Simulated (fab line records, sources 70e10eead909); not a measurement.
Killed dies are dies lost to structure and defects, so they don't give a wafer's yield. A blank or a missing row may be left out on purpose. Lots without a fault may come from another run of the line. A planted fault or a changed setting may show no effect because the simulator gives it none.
Which tool did it? | flow nand_harc | 15 lots, 42 wafers sampled, at 5 steps of a route of 1302

WHAT THE GAUGES READ, wafer by wafer
NHARC_A_ONON_D2_THK_MEAS_08: measures by ellipsometry. Usual: thk_nm 1002 nm, standard deviation 8.5.
lot  | measured     | on            | thk_nm (nm)    | flag
L455 | day 12 18:07 | film_metro-02 | 1008 1007 1009 |
L456 | day 12 18:09 | film_metro-01 | 997 997 999    |
L457 | day 13 13:25 | film_metro-01 | 1000 998 1000  |
L458 | day 14 03:57 | film_metro-01 | 1009 1008 1007 |
L459 | day 14 06:08 | film_metro-02 | 991 989 990    |
L460 | day 14 21:05 | film_metro-01 | 995 996 994    |
L461 | day 15 03:12 | film_metro-01 | 993 993 992    |
L462 | day 15 09:34 | film_metro-02 | 1010 1013 1012 |
L463 | day 16 00:52 | film_metro-02 | 995 996 996    |
L464 | day 16 00:55 | film_metro-01 | 996 996 995    |
L468 | day 17 19:19 | film_metro-02 | 1015 1014 1014 |
L469 | day 18 12:10 | film_metro-01 | 1016 1014      |
L471 | day 19 15:50 | film_metro-02 | 995 996        |
L473 | day 20 05:15 | film_metro-01 | 1010 1007      |
L478 | day 21 18:55 | film_metro-02 | 991 992 991    |

NHARC_A_ONON_D2_THK_MEAS_11: measures by ellipsometry. Usual: thk_nm 1002 nm, standard deviation 11.
lot  | measured     | on            | thk_nm (nm)    | flag
L455 | day 12 18:41 | film_metro-01 | 1000 999 998   |
L456 | day 12 18:43 | film_metro-02 | 987 987 987    |
L457 | day 13 13:59 | film_metro-01 | 1010 1010 1010 |
L458 | day 14 04:31 | film_metro-02 | 1026 1025 1024 |
L459 | day 14 06:42 | film_metro-01 | 1004 1003 1004 |
L460 | day 14 21:38 | film_metro-01 | 1006 1007 1007 |
L461 | day 15 03:46 | film_metro-01 | 986 987 985    |
L462 | day 15 10:08 | film_metro-01 | 1004 1005 1003 |
L463 | day 16 01:26 | film_metro-02 | 986 986 986    |
L464 | day 16 01:29 | film_metro-01 | 994 994 994    |
L468 | day 17 19:53 | film_metro-02 | 1004 1000 1002 |
L469 | day 18 12:50 | film_metro-02 | 995 994        |
L471 | day 19 16:25 | film_metro-01 | 988 990        |
L473 | day 20 05:49 | film_metro-01 | 1007 1007      |
L478 | day 21 19:28 | film_metro-02 | 986 985 987    |

NHARC_A_ONON_D2_THK_MEAS_14: measures by ellipsometry. Usual: thk_nm 1001 nm, standard deviation 10.
lot  | measured     | on            | thk_nm (nm)    | flag
L455 | day 12 19:15 | film_metro-01 | 1014 1013 1015 |
L456 | day 12 19:17 | film_metro-01 | 1008 1008 1009 |
L457 | day 13 14:33 | film_metro-02 | 986 985 986    |
L458 | day 14 05:05 | film_metro-01 | 983 983 985    |
L459 | day 14 07:16 | film_metro-02 | 1001 1002 1002 |
L460 | day 14 22:13 | film_metro-02 | 1007 1006 1005 |
L461 | day 15 04:20 | film_metro-01 | 986 985 986    |
L462 | day 15 10:43 | film_metro-02 | 994 993 994    |
L463 | day 16 02:00 | film_metro-01 | 983 983 982    |
L464 | day 16 02:03 | film_metro-02 | 998 998 998    |
L468 | day 17 20:26 | film_metro-01 | 1001 1004 1003 |
L469 | day 18 13:25 | film_metro-02 | 669 985        | OFF
L471 | day 19 16:58 | film_metro-01 | 1020 701       | OFF
L473 | day 20 06:23 | film_metro-01 | 691 692        | OFF
L478 | day 21 20:03 | film_metro-02 | 1008 1007 1008 |

NHARC_END_SORT_01. Usual: killed_at_array 58, standard deviation 22; killed_at_other 1.0, standard deviation 1.3; killed_at_periphery 5, standard deviation 3.4; killed_dies 64, standard deviation 22; killed_open 3.6, standard deviation 1.8; killed_short 2.4, standard deviation 1.7.
lot  | measured     | on        | killed_at_array | killed_at_other | killed_at_periphery | killed_dies | killed_open | killed_short | flag
L469 | day 30 07:26 | prober-01 | 672 48          | 0 1             | 5 1                 | 677 50      | 7 1         | 6 8          | OFF
L471 | day 31 00:44 | prober-01 | 91 672          | 1 0             | 5 5                 | 97 677      | 3 4         | 2 2          | OFF
L473 | day 32 06:52 | prober-01 | 669 669         | 4 0             | 4 8                 | 677 677     | 4 4         | 3 2          | OFF

WHICH TOOL RAN EACH LOT (tool, then ch and the chambers of the sampled wafers, then the start)
lot  | NHARC_A_ONON_D2_DEP_12
L455 | pecvd_onon-04 ch 0, day 12 18:52
L456 | pecvd_onon-03 ch 0, day 12 18:53
L457 | pecvd_onon-04 ch 0, day 13 14:02
L458 | pecvd_onon-03 ch 0, day 14 04:38
L459 | pecvd_onon-03 ch 0, day 14 06:46
L460 | pecvd_onon-02 ch 0, day 14 21:42
L461 | pecvd_onon-02 ch 0, day 15 03:49
L462 | pecvd_onon-02 ch 0, day 15 10:15
L463 | pecvd_onon-03 ch 0, day 16 01:33
L464 | pecvd_onon-04 ch 0, day 16 01:39
L468 | pecvd_onon-03 ch 0, day 17 19:56
L469 | pecvd_onon-02 ch 0, day 18 12:58
L471 | pecvd_onon-02 ch 0, day 19 16:38
L473 | pecvd_onon-02 ch 0, day 20 05:56
L478 | pecvd_onon-03 ch 0, day 21 19:39
- NHARC_A_ONON_D2_DEP_12: target thk 1000 nm.

WHAT THE TOOLS THEMSELVES READ (means of the sampled wafers that have a number; where no wafer has one, the mark that the record gives instead)
The record holds no such reading with a usual standard deviation.

THE ANSWER, worked out from the rows above alone
Rule: a lot is off if the mean of its wafers that have a number lies more than 3 standard deviations from the usual mean. A lot without any number at a reading at which 4 lots or more have one is off too. The other lots that the step has rows for count as sound. The gauges are gone through in route order, then the tools' own readings, and for those a lot's mean is taken as printed above. The first step at which some lot is off is used, and at that step the reading that is off furthest; a lot without a number counts as furthest.
Off: L469, L471, L473, at NHARC_A_ONON_D2_THK_MEAS_14 (thk_nm).
A tool fits if, at a process step before that reading, it ran every lot that is off, and no sound lot after the first of them. The gauges at NHARC_A_ONON_D2_THK_MEAS_14 aren't tried: what is off there is off at NHARC_END_SORT_01 too, on other tools, and a gauge's error can't cause that. One fits: pecvd_onon-02 at NHARC_A_ONON_D2_DEP_12. Its last sound lot is L462 (day 15 10:15), its first lot that is off L469 (day 18 12:58): a fault that began between those two fits.

WHAT THE SIMULATOR HAD PUT IN
Process parameter drift: pecvd_onon-02, from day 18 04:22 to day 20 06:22, at NHARC_A_ONON_D2_DEP_12. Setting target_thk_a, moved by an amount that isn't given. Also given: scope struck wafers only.
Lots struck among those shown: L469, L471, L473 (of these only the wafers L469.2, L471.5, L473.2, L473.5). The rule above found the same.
